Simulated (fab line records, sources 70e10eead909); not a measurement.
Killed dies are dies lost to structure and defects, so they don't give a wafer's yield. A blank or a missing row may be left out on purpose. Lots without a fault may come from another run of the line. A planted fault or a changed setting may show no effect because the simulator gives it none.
fab line records | flow nand_harc
record lots=24 wafers=72 last_day=34
route steps=1302 shown A_BLC@1120 A_M0@1148 A_M1@1183
lots that met no fault: from a run of the same line without faults
start_h: hours from the record's first day to the start of the lot's first wafer shown | wait_h: hours since the lot's step before | " the same as in the row above | L1.1+2: a row that stands for several wafers | - no value, or no start given | * or withheld: withheld | < > ~ a bound
route shown NAME@n: a module of which the file shows steps, and the number in the route of the first | usual: mean/standard deviation of fault-free wafers | same: alike in all rows | chamber/n: place in a boat | sites: the reading at each site | _std_site: their standard deviation | _edge_site: outer sites' mean less inner sites' | radius_mm: how far each site lies from the wafer's centre | mask NAME#n: copy n | behind: the tool/chamber that last shaped the wafer | hold: why the lot was held/for how many hours/how that ended | device: the transistor (n, p or np) that didn't switch | end of line: the same wafers' tests at the end of the route | a step without rows: its recipe alone | killed: dies lost to structure and defects at the first sort, not the wafer's yield | map: a wafer's dies, x killed, . not, _ none there
set.NAME: the setting as run; set.NAME@STEP: as run at that earlier step | model.NAME: the simulator's own value behind a step, which no gauge read
steps of the route over a sample of lots; a table a step, a row a wafer
services: from which hour (start_h, from the record's first day; less than 0 if before it) a tool's chamber was out of use, for how many hours, and why
## steps
# step NHARC_A_BLC_DESCUM_15
# recipe time_s=3 o2_flow_sccm=200 ar_flow_sccm=0 bias_power_w=0 chemistry=O2
# usual drypump_motor_current_A=5.8/0.34 oes_product_au=1.002/0.0079 rf_vpp_V=57.6/0.93 showerhead_plenum_p_Torr=1.89/0.087 throttle_valve_pct=11.310/0.0083
# same bias_power_w=0
# columns lot.wafer tool chamber start_h wait_h drypump_motor_current_A oes_product_au rf_hours_counter_h rf_vpp_V showerhead_plenum_p_Torr throttle_valve_pct
L075.2 rie_diel-12 1 537.81 0.1 5.4 1.001 4 58.1 2.00 11.316
L075.4 " 2 " " 5.6 0.992 5 57.3 1.95 11.316
L075.3 " 3 " " 5.8 1.018 5 55.0 1.81 11.308
L074.4 rie_diel-12 2 539.88 0.1 5.6 1.009 5 58.6 1.95 11.308
L074.5 " 0 " " 5.5 1.014 - 58.9 1.80 11.301
L074.6 " 1 " " 5.4 1.010 - 57.5 2.00 11.301
L077.1 rie_diel-09 0 540.49 0.1 5.7 1.016 4 57.1 1.84 11.308
L077.5 " 0 " " 5.7 1.010 - 58.3 1.84 11.300
L077.6 " 1 " " 6.0 1.009 - 57.9 1.99 11.311
L076.3 rie_diel-12 0 541.83 0.1 5.5 1.003 6 56.7 1.80 11.316
L076.2 " 1 " " 5.4 1.003 4 58.9 2.00 11.311
L076.6 " 3 " " 5.8 1.003 - 56.6 1.81 11.312
L079.1 rie_diel-12 2 552.96 0.1 5.6 0.991 6 57.0 1.95 11.300
L079.4 " 3 " " 5.8 1.009 7 57.3 1.81 11.311
L079.5 " 1 " " 5.4 1.006 - 58.0 2.00 11.306
L078.1 rie_diel-12 0 554.20 0.1 5.5 1.020 8 57.7 1.80 11.320
L078.4 " 1 " " 5.4 0.993 5 57.7 2.00 11.305
L078.6 " 3 " " 5.8 1.007 - 56.3 1.81 11.311
L080.4 rie_diel-09 3 578.52 0.1 6.3 1.008 7 56.0 1.79 11.322
L080.6 " 3 " " 6.3 1.004 - 57.7 1.79 11.323
L080.5 " 0 " " 5.7 1.005 - 57.3 1.84 11.313
L081.3 rie_diel-12 2 599.79 0.1 5.6 0.997 9 58.4 1.95 11.305
L081.4 " 0 " " 5.5 0.999 11 58.0 1.80 11.301
L081.6 " 2 " " 5.6 1.002 - 58.6 1.95 11.308
L082.4 rie_diel-12 2 605.48 0.1 5.5 0.990 9 58.7 1.95 11.314
L082.2 " 3 " " 5.8 1.001 10 56.2 1.81 11.316
L082.5 " 0 " " 5.5 0.997 - 57.5 1.80 11.314
L083.2 rie_diel-12 2 611.87 0.1 5.5 0.991 10 59.2 1.95 11.325
L083.6 " 1 " " 5.4 1.001 - 57.4 2.00 11.319
L083.5 " 2 " " 5.5 0.993 - 57.4 1.95 11.307
L086.4 rie_diel-09 3 633.78 0.1 6.3 1.010 10 57.8 1.79 11.315
L086.1 " 0 " " 5.8 0.995 10 57.5 1.84 11.318
L086.6 " 1 " " 6.0 0.982 - 58.4 1.98 11.302
L084.1 rie_diel-02 3 636.44 0.1 6.1 1.006 20 58.1 1.78 11.301
L084.2 " 0 " " 5.9 1.000 19 57.3 1.78 11.317
L084.5 " 1 " " 5.8 1.007 - 58.1 1.81 11.301
L085.3 rie_diel-12 1 638.44 0.1 5.4 1.001 0 59.7 2.00 11.316
L085.6 " 3 " " 5.8 0.998 - 58.3 1.81 11.312
L085.5 " 0 " " 5.5 1.010 - 57.2 1.80 11.309
L087.2 rie_diel-12 3 656.76 0.1 5.8 0.993 2 54.7 1.81 11.307
L087.5 " 3 " " 5.8 0.995 - 57.7 1.81 11.310
L087.6 " 0 " " 5.5 1.004 - 56.7 1.80 11.300
L089.4 rie_diel-12 0 674.47 0.1 5.5 1.008 2 57.0 1.80 11.312
L089.2 " 2 " " 5.5 1.001 3 57.5 1.95 11.310
L089.3 " 3 " " 5.8 0.996 3 56.6 1.81 11.298
L088.1 rie_diel-02 3 682.27 0.1 6.1 1.000 37 57.5 1.77 11.307
L088.3 " 0 " " 6.0 0.999 35 55.4 1.77 11.309
L088.2 " 1 " " 5.8 0.997 41 57.7 1.80 11.321
L090.2 rie_diel-09 3 683.75 0.1 6.3 1.011 0 58.0 1.79 11.321
L090.4 " 0 " " 5.7 0.990 0 58.0 1.84 11.313
L090.1 " 1 " " 6.0 0.996 0 58.2 1.98 11.308
L093.1 rie_diel-09 3 703.62 0.1 6.3 1.015 2 59.1 1.78 11.309
L093.2 " 0 " " 5.8 1.008 2 55.9 1.84 11.311
L093.5 " 0 " " 5.7 1.005 - 59.3 1.84 11.306
L094.3 rie_diel-09 0 704.83 0.1 5.7 1.000 3 58.3 1.84 11.299
L094.4 " 2 " " 6.5 1.002 1 58.5 1.98 11.314
L094.6 " 0 " " 5.7 0.995 - 56.0 1.84 11.315
L092.3 rie_diel-12 3 708.68 0.1 5.8 0.983 4 57.3 1.81 11.307
L092.2 " 0 " " 5.5 1.009 4 57.1 1.80 11.320
L092.5 " 3 " " 5.8 0.992 - 57.8 1.81 11.300
L091.3 rie_diel-09 0 711.57 0.1 5.7 0.995 4 57.3 1.84 11.319
L091.4 " 2 " " 6.5 1.005 2 57.1 1.98 11.307
L091.5 " 0 " " 5.7 0.988 - 56.9 1.84 11.323
L095.4 rie_diel-12 2 729.74 0.1 5.6 0.993 5 57.9 1.95 11.307
L095.5 " 1 " " 5.4 1.001 - 57.6 2.00 11.306
L095.6 " 2 " " 5.5 0.996 - 59.1 1.95 11.327
L097.1 rie_diel-09 1 753.46 0.1 6.0 0.997 7 58.2 1.98 11.305
L097.4 " 2 " " 6.5 1.001 6 56.9 1.98 11.310
L097.6 " 2 " " 6.5 0.996 - 58.2 1.98 11.316
L096.4 rie_diel-12 3 755.49 0.1 5.8 0.996 8 57.6 1.81 11.316
L096.3 " 0 " " 5.5 1.003 7 57.2 1.80 11.316
L096.6 " 2 " " 5.5 1.002 - 58.2 1.95 11.312
# step NHARC_A_BLC_STRIP_21
# recipe o2_flow_sccm=500 ar_flow_sccm=0 bias_w=0 chemistry=O2
# usual drypump_motor_current_A=5.9/0.37 oes_product_au=1.001/0.0085 rf_vpp_V=57.7/0.94 showerhead_plenum_p_Torr=3.48/0.15 throttle_valve_pct=17.037/0.0096
# columns lot.wafer tool chamber start_h wait_h drypump_motor_current_A oes_product_au rf_hours_counter_h rf_vpp_V showerhead_plenum_p_Torr throttle_valve_pct
L075.2 rie_diel-09 0 538.97 0.1 5.8 1.013 4 57.2 3.40 17.035
L075.3 " 1 " " 6.0 0.998 4 58.4 3.65 17.047
L075.4 " 2 " " 6.5 1.001 3 59.2 3.65 17.044
L074.4 rie_diel-12 2 541.04 0.1 5.6 0.994 5 57.3 3.59 17.023
L074.6 " 2 " " 5.6 1.005 - 58.3 3.59 17.036
L074.5 " 3 " " 5.8 1.012 - 57.3 3.35 17.021
L077.1 rie_diel-09 1 542.05 0.1 6.0 1.000 5 57.7 3.65 17.023
L077.6 " 2 " " 6.5 1.002 - 57.5 3.65 17.053
L077.5 " 3 " " 6.3 1.015 - 58.0 3.31 17.043
L076.2 rie_diel-02 3 542.97 0.1 6.1 0.981 47 58.2 3.31 17.043
L076.3 " 0 " " 5.9 1.000 35 56.2 3.31 17.041
L076.6 " 3 " " 6.1 0.985 - 57.0 3.31 17.018
L079.1 rie_diel-09 3 554.12 0.1 6.3 1.021 5 57.8 3.31 17.045
L079.4 " 0 " " 5.8 1.004 6 56.4 3.40 17.037
L079.5 " 2 " " 6.5 0.996 - 58.4 3.65 17.053
L078.4 rie_diel-12 2 555.34 0.1 5.6 0.993 7 58.2 3.59 17.033
L078.1 " 0 " " 5.6 1.005 8 56.9 3.34 17.030
L078.6 " 1 " " 5.4 1.012 - 57.3 3.68 17.044
L080.4 rie_diel-12 2 579.70 0.1 5.5 1.004 8 57.9 3.59 17.019
L080.6 " 3 " " 5.8 1.006 - 58.1 3.35 17.036
L080.5 " 0 " " 5.6 1.004 - 58.3 3.34 17.021
L081.4 rie_diel-12 3 601.42 0.6 5.8 0.983 10 57.6 3.35 17.044
L081.3 " 0 " " 5.5 1.006 11 57.4 3.34 17.042
L081.6 " 2 " " 5.6 0.991 - 58.3 3.59 17.033
L082.2 rie_diel-12 2 606.62 0.1 5.6 0.997 10 57.7 3.59 17.040
L082.4 " 3 " " 5.8 1.002 11 56.9 3.35 17.053
L082.5 " 0 " " 5.5 1.020 - 56.5 3.34 17.020
L083.2 rie_diel-09 2 613.06 0.1 6.5 1.002 9 58.5 3.65 17.040
L083.5 " 2 " " 6.5 0.997 - 57.9 3.65 17.025
L083.6 " 0 " " 5.7 1.012 - 56.2 3.40 17.041
L086.1 rie_diel-02 2 634.92 0.1 6.1 1.009 24 57.2 3.51 17.025
L086.4 " 0 " " 6.0 0.996 19 57.5 3.29 17.036
L086.6 " 2 " " 6.1 0.998 - 57.3 3.51 17.033
L084.2 rie_diel-12 1 637.58 0.1 5.4 1.001 0 58.1 3.68 17.048
L084.1 " 3 " " 5.8 0.997 1 57.6 3.35 17.053
L084.5 " 1 " " 5.4 0.999 - 58.2 3.68 17.052
L085.3 rie_diel-09 1 639.59 0.1 6.1 0.993 12 59.4 3.65 17.038
L085.6 " 2 " " 6.5 1.008 - 58.0 3.64 17.028
L085.5 " 3 " " 6.3 1.018 - 56.8 3.31 17.022
L087.2 rie_diel-02 3 657.91 0.1 6.1 1.002 26 57.2 3.29 17.030
L087.5 " 3 " " 6.1 1.000 - 57.4 3.29 17.047
L087.6 " 0 " " 6.0 0.991 - 59.0 3.29 17.036
L089.4 rie_diel-12 1 675.63 0.1 5.4 0.997 3 58.0 3.68 17.036
L089.2 " 2 " " 5.6 0.994 3 58.7 3.59 17.031
L089.3 " 3 " " 5.8 0.984 3 57.4 3.34 17.051
L088.3 rie_diel-12 1 683.40 0.1 5.4 0.995 4 56.5 3.68 17.025
L088.2 " 2 " " 5.6 1.008 4 58.3 3.59 17.046
L088.1 " 3 " " 5.8 0.979 4 56.1 3.34 17.059
L090.1 rie_diel-12 3 684.92 0.1 5.8 0.990 4 57.3 3.34 17.043
L090.4 " 0 " " 5.6 1.017 4 58.2 3.34 17.042
L090.2 " 1 " " 5.4 0.993 4 58.8 3.68 17.021
L093.2 rie_diel-09 3 704.77 0.1 6.3 1.004 3 56.6 3.31 17.042
L093.1 " 0 " " 5.7 0.999 3 57.0 3.40 17.029
L093.5 " 3 " " 6.3 1.006 - 57.7 3.31 17.035
L094.4 rie_diel-12 3 705.97 0.1 5.8 0.981 4 54.9 3.34 17.050
L094.3 " 1 " " 5.4 1.002 4 59.9 3.68 17.038
L094.6 " 2 " " 5.5 1.007 - 58.2 3.59 17.032
L092.2 rie_diel-09 3 709.84 0.1 6.3 1.003 4 56.9 3.31 17.014
L092.3 " 0 " " 5.8 0.989 4 57.7 3.39 17.031
L092.5 " 3 " " 6.3 1.007 - 56.9 3.31 17.044
L091.3 rie_diel-09 1 712.72 0.1 6.0 1.002 4 58.2 3.65 17.043
L091.4 " 0 " " 5.8 1.000 4 56.1 3.39 17.042
L091.5 " 2 " " 6.5 1.009 - 58.0 3.64 17.041
L095.4 rie_diel-09 0 730.89 0.1 5.8 0.996 5 57.1 3.39 17.036
L095.5 " 3 " " 6.3 1.005 - 55.2 3.31 17.050
L095.6 " 0 " " 5.8 0.993 - 57.1 3.39 17.038
L097.1 rie_diel-09 3 754.64 0.1 6.3 1.003 8 55.6 3.31 17.036
L097.4 " 0 " " 5.8 0.997 8 58.0 3.39 17.038
L097.6 " 2 " " 6.5 1.002 - 57.7 3.64 17.047
L096.3 rie_diel-12 2 756.62 0.1 5.6 1.000 7 58.6 3.59 17.047
L096.4 " 3 " " 5.8 0.992 9 56.4 3.34 17.051
L096.6 " 2 " " 5.6 1.003 - 58.6 3.59 17.033
# step NHARC_A_BLC_PVD_32
# recipe target_thk_a=50 chamber_pressure_pa=5 power_w=5000 substrate_temp_c=200 time_s=17.7 material=Ti
# usual cathode_dc_power_W=5000.1/0.96 throttle_valve_pct=29.7/1.2
# columns lot.wafer tool chamber start_h wait_h cathode_dc_power_W throttle_valve_pct
L075.4 pvd_sputter-02 - - - 4999.7 30.7
L075.3 " - " " 4999.9 30.2
L075.2 " - " " 4998.0 28.9
L074.4 pvd_sputter-02 - - - 5001.4 28.8
L074.5 " - " " 5000.0 29.9
L074.6 " - " " 4999.1 28.9
L077.1 pvd_sputter-03 - - - 4999.4 28.0
L077.5 " - " " 4998.4 27.8
L077.6 " - " " 4998.6 30.1
L076.3 pvd_sputter-03 - - - 4999.9 27.9
L076.2 " - " " 5000.2 30.0
L076.6 " - " " 5001.0 30.1
L079.1 pvd_sputter-01 - - - 5000.3 30.0
L079.4 " - " " 5000.5 30.2
L079.5 " - " " 4999.6 31.0
L078.4 pvd_sputter-01 - - - 5000.8 30.6
L078.1 " - " " 5000.8 30.3
L078.6 " - " " 4998.9 30.6
L080.4 pvd_sputter-03 - - - 5000.9 28.2
L080.5 " - " " 5001.2 30.9
L080.6 " - " " 5001.9 27.8
L081.3 pvd_sputter-02 - - - 5000.4 30.6
L081.4 " - " " 5000.2 30.2
L081.6 " - " " 4998.7 30.2
L082.4 pvd_sputter-01 - - - 5000.9 32.0
L082.2 " - " " 4998.4 31.3
L082.5 " - " " 5002.5 31.7
L083.2 pvd_sputter-03 - - - 5000.3 27.9
L083.5 " - " " 5000.9 30.0
L083.6 " - " " 5000.5 30.9
L086.4 pvd_sputter-01 - - - 5000.0 29.1
L086.1 " - " " 4999.9 27.9
L086.6 " - " " 5001.3 31.1
L084.2 pvd_sputter-03 - - - 5000.3 28.1
L084.1 " - " " 5000.9 30.5
L084.5 " - " " 5000.3 30.1
L085.3 pvd_sputter-01 - - - 5000.4 27.9
L085.6 " - " " 4999.8 29.0
L085.5 " - " " 4999.0 31.2
L087.2 pvd_sputter-01 - - - 5000.0 27.9
L087.6 " - " " 4998.8 28.4
L087.5 " - " " 4999.6 29.1
L089.2 pvd_sputter-01 - - - 4999.7 31.9
L089.3 " - " " 5000.3 29.3
L089.4 " - " " 5000.5 30.9
L088.1 pvd_sputter-01 - - - 4999.9 31.8
L088.3 " - " " 4999.7 28.1
L088.2 " - " " 4998.7 29.3
L090.2 pvd_sputter-01 - - - 5001.3 29.0
L090.1 " - " " 4998.8 31.1
L090.4 " - " " 4999.9 31.8
L093.2 pvd_sputter-02 - - - 4999.4 29.3
L093.1 " - " " 4999.8 28.6
L093.5 " - " " 5001.2 29.1
L094.4 pvd_sputter-02 - - - 5003.0 28.7
L094.3 " - " " 5001.1 28.8
L094.6 " - " " 5000.9 30.0
L092.3 pvd_sputter-02 - - - 4997.7 28.6
L092.2 " - " " 5001.0 29.7
L092.5 " - " " 5000.1 28.6
L091.4 pvd_sputter-01 - - - 5001.7 28.0
L091.3 " - " " 5001.8 31.1
L091.5 " - " " 5000.7 31.4
L095.4 pvd_sputter-02 - - - 5001.1 28.6
L095.5 " - " " 5000.6 29.0
L095.6 " - " " 5001.1 30.0
L097.4 pvd_sputter-02 - - - 4999.6 29.0
L097.1 " - " " 4999.6 29.3
L097.6 " - " " 5001.3 28.7
L096.3 pvd_sputter-03 - - - 5000.4 30.2
L096.4 " - " " 4999.0 30.4
L096.6 " - " " 5000.2 29.9
# step NHARC_A_M0_OVL_MEAS_10
# recipe pitch_nm=160
# usual overlay_x_nm=-0.3/0.96 overlay_y_nm=0.0/0.76
# columns lot.wafer tool chamber start_h wait_h overlay_x_nm overlay_y_nm
L075.2 overlay-01 - 541.61 - -2.6 0.7
L075.3 " - " " -2.0 0.9
L075.4 " - " " -1.6 1.4
L074.4 overlay-01 - 543.81 - -0.2 0.3
L074.5 " - " " -0.6 -0.1
L074.6 " - " " -0.6 0.0
L077.1 overlay-01 - 545.29 - 0.7 -0.5
L077.5 " - " " 0.5 -0.4
L077.6 " - " " 0.5 -0.3
L076.2 overlay-01 - 545.64 - -0.3 0.4
L076.3 " - " " 0.5 0.7
L076.6 " - " " 0.3 0.4
L079.1 overlay-01 - 556.78 - -1.5 0.4
L079.4 " - " " -0.1 0.9
L079.5 " - " " -0.2 0.5
L078.1 overlay-02 - 558.11 - -2.3 1.1
L078.4 " - " " -2.5 0.6
L078.6 " - " " -1.9 0.7
L080.4 overlay-02 - 582.45 - -0.6 1.3
L080.5 " - " " -1.1 1.5
L080.6 " - " " -0.8 1.6
L081.3 overlay-02 - 604.05 - -0.9 0.5
L081.4 " - " " -0.7 0.4
L081.6 " - " " -1.2 0.7
L082.2 overlay-01 - 609.27 - -0.6 0.2
L082.4 " - " " -0.2 -0.3
L082.5 " - " " 0.1 0.6
L083.2 overlay-01 - 615.85 - 1.3 0.3
L083.5 " - " " 1.0 0.0
L083.6 " - " " 1.5 -0.1
L086.1 overlay-01 - 637.81 - -0.7 -0.1
L086.4 " - " " -0.1 -0.8
L086.6 " - " " -0.4 -0.3
L084.1 overlay-02 - 640.36 - -0.8 0.1
L084.2 " - " " -1.3 0.2
L084.5 " - " " -0.9 0.2
L085.3 overlay-01 - 642.49 - 0.4 0.5
L085.5 " - " " 0.4 -0.3
L085.6 " - " " -0.4 -0.2
L087.2 overlay-02 - 660.75 - 0.5 -1.5
L087.5 " - " " 0.5 -0.8
L087.6 " - " " 0.4 -0.8
L089.2 overlay-01 - 678.30 - -0.5 -0.6
L089.3 " - " " -1.0 -1.3
L089.4 " - " " -0.9 0.2
L088.1 overlay-02 - 686.24 - 0.2 -1.0
L088.2 " - " " 0.5 -0.9
L088.3 " - " " 0.3 -1.3
L090.1 overlay-02 - 687.71 - -1.2 -0.1
L090.2 " - " " -1.5 0.0
L090.4 " - " " -1.3 0.2
L093.1 overlay-01 - 707.68 - -0.8 -1.7
L093.2 " - " " -0.4 -1.4
L093.5 " - " " -1.4 -1.2
L094.3 overlay-01 - 708.73 - 0.9 -0.6
L094.4 " - " " 0.3 -0.7
L094.6 " - " " 1.2 -0.6
L092.2 overlay-02 - 712.62 - -1.2 0.8
L092.3 " - " " -0.5 1.2
L092.5 " - " " -0.8 0.1
L091.3 overlay-01 - 715.67 - -1.4 -0.7
L091.4 " - " " -1.3 -0.9
L091.5 " - " " -0.9 -0.1
L095.4 overlay-02 - 733.76 - 0.9 -0.5
L095.5 " - " " 1.1 0.1
L095.6 " - " " 1.1 0.1
L097.1 overlay-02 - 757.41 - 0.5 0.7
L097.4 " - " " 0.4 0.6
L097.6 " - " " 0.8 0.8
L096.3 overlay-02 - 759.40 - 1.0 -0.6
L096.4 " - " " 1.1 -0.5
L096.6 " - " " 0.9 -0.4
# step NHARC_A_M0_INSPECT_11
# usual raw_defect_count=93/38
# columns lot.wafer tool chamber start_h wait_h raw_defect_count
L075.2 defect_inspect-02 - 541.65 0.0 121
L075.3 " - " " 125
L075.4 " - " " 137
L074.4 defect_inspect-01 - 543.85 0.0 60
L074.5 " - " " 93
L074.6 " - " " 79
L077.1 defect_inspect-01 - 545.33 0.0 99
L077.5 " - " " 85
L077.6 " - " " 94
L076.2 defect_inspect-02 - 545.68 0.0 163
L076.3 " - " " 141
L076.6 " - " " 161
L079.1 defect_inspect-01 - 556.82 0.0 101
L079.4 " - " " 108
L079.5 " - " " 90
L078.1 defect_inspect-02 - 558.14 0.0 26
L078.4 " - " " 26
L078.6 " - " " 22
L080.4 defect_inspect-02 - 582.49 0.0 114
L080.5 " - " " 122
L080.6 " - " " 90
L081.3 defect_inspect-01 - 604.09 0.0 103
L081.4 " - " " 81
L081.6 " - " " 101
L082.2 defect_inspect-01 - 609.30 0.0 84
L082.4 " - " " 77
L082.5 " - " " 92
L083.2 defect_inspect-01 - 615.89 0.0 80
L083.5 " - " " 87
L083.6 " - " " 87
L086.1 defect_inspect-01 - 637.84 0.0 44
L086.4 " - " " 49
L086.6 " - " " 40
L084.1 defect_inspect-02 - 640.40 0.0 57
L084.2 " - " " 55
L084.5 " - " " 60
L085.3 defect_inspect-01 - 642.52 0.0 70
L085.5 " - " " 67
L085.6 " - " " 55
L087.2 defect_inspect-01 - 660.78 0.0 139
L087.5 " - " " 160
L087.6 " - " " 155
L089.2 defect_inspect-02 - 678.34 0.0 168
L089.3 " - " " 164
L089.4 " - " " 149
L088.1 defect_inspect-02 - 686.28 0.0 38
L088.2 " - " " 34
L088.3 " - " " 23
L090.1 defect_inspect-01 - 687.74 0.0 90
L090.2 " - " " 66
L090.4 " - " " 82
L093.1 defect_inspect-02 - 707.72 0.0 103
L093.2 " - " " 90
L093.5 " - " " 114
L094.3 defect_inspect-01 - 708.77 0.0 84
L094.4 " - " " 67
L094.6 " - " " 92
L092.2 defect_inspect-01 - 712.66 0.0 96
L092.3 " - " " 129
L092.5 " - " " 124
L091.3 defect_inspect-01 - 715.71 0.0 72
L091.4 " - " " 68
L091.5 " - " " 82
L095.4 defect_inspect-01 - 733.80 0.0 74
L095.5 " - " " 64
L095.6 " - " " 80
L097.1 defect_inspect-01 - 757.45 0.0 125
L097.4 " - " " 141
L097.6 " - " " 135
L096.3 defect_inspect-01 - 759.43 0.0 131
L096.4 " - " " 123
L096.6 " - " " 135
# step NHARC_A_M1_ETCH_35
# recipe target_depth_a=400 overetch_a=120 time_s=43.94 ion_energy_ev=200 n2_flow_sccm=150 h2_flow_sccm=150 ar_flow_sccm=0 rf_w=400 bias_w=150 chemistry=N2/H2
# usual drypump_motor_current_A=6.0/0.59 oes_product_au=1.000/0.0091 rf_vpp_V=431.7/1.8 showerhead_plenum_p_Torr=2.08/0.063 throttle_valve_pct=14.172/0.0091
# columns lot.wafer tool chamber start_h wait_h drypump_motor_current_A oes_product_au rf_hours_counter_h rf_vpp_V showerhead_plenum_p_Torr throttle_valve_pct
L075.2 rie_diel-10 2 545.83 0.1 6.7 1.006 8 434.6 2.18 14.162
L075.3 " 3 " " 5.1 1.000 8 429.1 1.98 14.179
L075.4 " 1 " " 6.5 1.015 5 432.9 2.12 14.163
L074.4 rie_diel-10 3 548.06 0.1 5.1 0.994 8 430.6 1.98 14.173
L074.6 " 0 " " 6.1 0.998 - 429.8 2.05 14.176
L074.5 " 1 " " 6.5 1.016 - 432.7 2.12 14.174
L077.1 rie_diel-07 3 549.62 0.1 5.2 1.008 3 432.2 2.14 14.164
L077.5 " 1 " " 6.5 1.004 - 429.8 2.02 14.184
L077.6 " 3 " " 5.3 1.005 - 433.2 2.14 14.165
L076.3 rie_diel-13 0 549.92 0.1 6.5 0.982 0 430.9 2.05 14.151
L076.2 " 1 " " 5.5 0.988 0 432.5 2.12 14.181
L076.6 " 0 " " 6.5 0.991 - 430.2 2.05 14.163
L079.4 rie_diel-13 3 560.89 0.1 6.1 0.996 1 431.8 2.10 14.167
L079.1 " 1 " " 5.5 0.990 1 433.4 2.12 14.177
L079.5 " 2 " " 5.5 0.992 - 432.6 2.10 14.173
L078.4 rie_diel-13 0 562.35 0.1 6.5 0.989 1 432.7 2.05 14.169
L078.1 " 2 " " 5.5 1.008 1 433.0 2.10 14.170
L078.6 " 3 " " 6.1 0.987 - 430.6 2.10 14.169
L080.4 rie_diel-10 1 586.65 0.1 6.5 1.010 8 433.8 2.12 14.164
L080.6 " 2 " " 6.6 0.991 - 433.4 2.18 14.162
L080.5 " 3 " " 5.1 0.992 - 427.4 1.98 14.175
L081.4 rie_diel-10 3 608.36 0.1 5.2 0.996 0 429.1 1.98 14.172
L081.3 " 0 " " 6.1 1.003 0 429.8 2.05 14.177
L081.6 " 3 " " 5.1 0.991 - 428.5 1.98 14.174
L082.2 rie_diel-10 2 613.53 0.1 6.7 1.005 0 433.0 2.18 14.165
L082.4 " 0 " " 6.0 1.012 0 431.8 2.05 14.171
L082.5 " 2 " " 6.7 1.009 - 433.3 2.18 14.181
L083.2 rie_diel-07 3 620.20 0.1 5.2 1.000 7 432.1 2.13 14.174
L083.6 " 0 " " 4.9 1.022 - 429.1 2.00 14.171
L083.5 " 1 " " 6.5 1.001 - 430.1 2.02 14.161
L086.4 rie_diel-13 1 642.52 0.1 5.5 0.987 2 432.6 2.12 14.148
L086.1 " 3 " " 6.1 0.990 3 433.7 2.10 14.179
L086.6 " 1 " " 5.6 0.997 - 432.4 2.12 14.167
L084.2 rie_diel-10 1 644.73 0.1 6.5 1.009 3 432.6 2.12 14.183
L084.1 " 0 " " 6.1 1.020 2 431.0 2.04 14.185
L084.5 " 0 " " 6.1 1.010 - 431.3 2.05 14.169
L085.3 rie_diel-13 0 646.73 0.1 6.5 0.997 3 431.7 2.05 14.167
L085.5 " 1 " " 5.5 0.991 - 433.0 2.12 14.158
L085.6 " 2 " " 5.5 1.007 - 431.6 2.10 14.184
L087.2 rie_diel-07 2 665.00 0.1 6.1 1.018 1 429.8 2.05 14.173
L087.5 " 0 " " 4.9 1.004 - 430.0 2.00 14.179
L087.6 " 1 " " 6.5 1.009 - 429.5 2.02 14.177
L089.3 rie_diel-10 2 682.44 0.1 6.7 0.999 4 434.1 2.17 14.176
L089.4 " 0 " " 6.1 1.005 4 429.6 2.04 14.182
L089.2 " 1 " " 6.4 1.004 4 433.0 2.12 14.169
L088.3 rie_diel-13 1 690.50 0.1 5.5 0.993 4 432.5 2.11 14.170
L088.1 " 3 " " 6.1 0.997 4 433.3 2.10 14.171
L088.2 " 0 " " 6.4 0.993 4 431.4 2.05 14.153
L090.1 rie_diel-13 2 691.94 0.1 5.5 0.985 4 432.3 2.10 14.171
L090.2 " 3 " " 6.1 0.987 4 433.7 2.10 14.171
L090.4 " 1 " " 5.5 0.989 4 429.9 2.11 14.188
L093.1 rie_diel-10 0 711.91 0.1 6.1 1.004 7 429.8 2.04 14.179
L093.2 " 2 " " 6.7 1.007 6 433.9 2.17 14.169
L093.5 " 1 " " 6.5 0.998 - 431.1 2.12 14.175
L094.3 rie_diel-10 1 713.14 0.1 6.5 1.000 7 432.4 2.12 14.166
L094.4 " 3 " " 5.2 0.995 6 429.5 1.98 14.175
L094.6 " 0 " " 6.1 1.006 - 431.2 2.04 14.172
L092.2 rie_diel-10 2 717.04 0.1 6.6 1.006 6 434.3 2.17 14.171
L092.3 " 0 " " 6.1 1.010 7 429.5 2.04 14.157
L092.5 " 3 " " 5.1 0.997 - 428.4 1.98 14.189
L091.3 rie_diel-10 2 719.80 0.1 6.7 1.000 7 434.3 2.17 14.172
L091.4 " 0 " " 6.0 1.006 7 431.5 2.04 14.165
L091.5 " 3 " " 5.1 0.989 - 429.8 1.98 14.182
L095.6 rie_diel-10 1 738.76 0.1 6.5 0.996 - 432.9 2.12 14.164
L095.4 " 2 " " 6.6 0.997 - 433.2 2.17 14.179
L095.5 " 3 " " 5.2 0.997 - 425.9 1.98 14.176
L097.1 rie_diel-13 0 761.70 0.1 6.5 0.997 1 430.8 2.05 14.166
L097.4 " 1 " " 5.5 0.994 1 432.5 2.11 14.173
L097.6 " 3 " " 6.1 1.011 - 431.9 2.10 14.167
L096.3 rie_diel-10 2 763.55 0.1 6.7 1.004 11 433.6 2.17 14.193
L096.6 " 1 " " 6.5 1.001 - 433.5 2.12 14.178
L096.4 " 3 " " 5.1 1.001 - 430.5 1.98 14.175
## services
# columns tool chamber start_h hours kind
rie_diel-13 - 519.03 9.0 pm
rie_diel-10 0 527.93 12.1 repair
rie_diel-12 2 534.48 1.9 repair
rie_diel-09 0 557.55 8.1 repair
rie_diel-13 - 564.08 2.2 repair
rie_diel-13 1 575.94 8.8 repair
pvd_sputter-01 - 582.00 10.0 pm
rie_diel-10 - 596.61 9.0 pm
rie_diel-09 3 610.46 4.8 repair
pvd_sputter-02 - 614.97 15.0 repair
rie_diel-12 0 620.11 6.2 repair
rie_diel-12 - 622.40 9.0 pm
pvd_sputter-02 - 638.18 10.0 pm
rie_diel-10 3 638.25 11.1 repair
rie_diel-09 0 648.41 2.7 repair
pvd_sputter-01 - 648.49 2.4 repair
rie_diel-10 - 662.85 0.3 repair
rie_diel-09 1 664.85 6.1 repair
rie_diel-10 0 671.54 1.9 repair
rie_diel-09 - 674.30 9.0 pm
rie_diel-09 2 687.75 11.5 repair
rie_diel-12 2 730.62 7.5 repair
rie_diel-09 2 754.92 20.4 repair
pvd_sputter-01 - 760.00 10.0 pm
## key
fault none
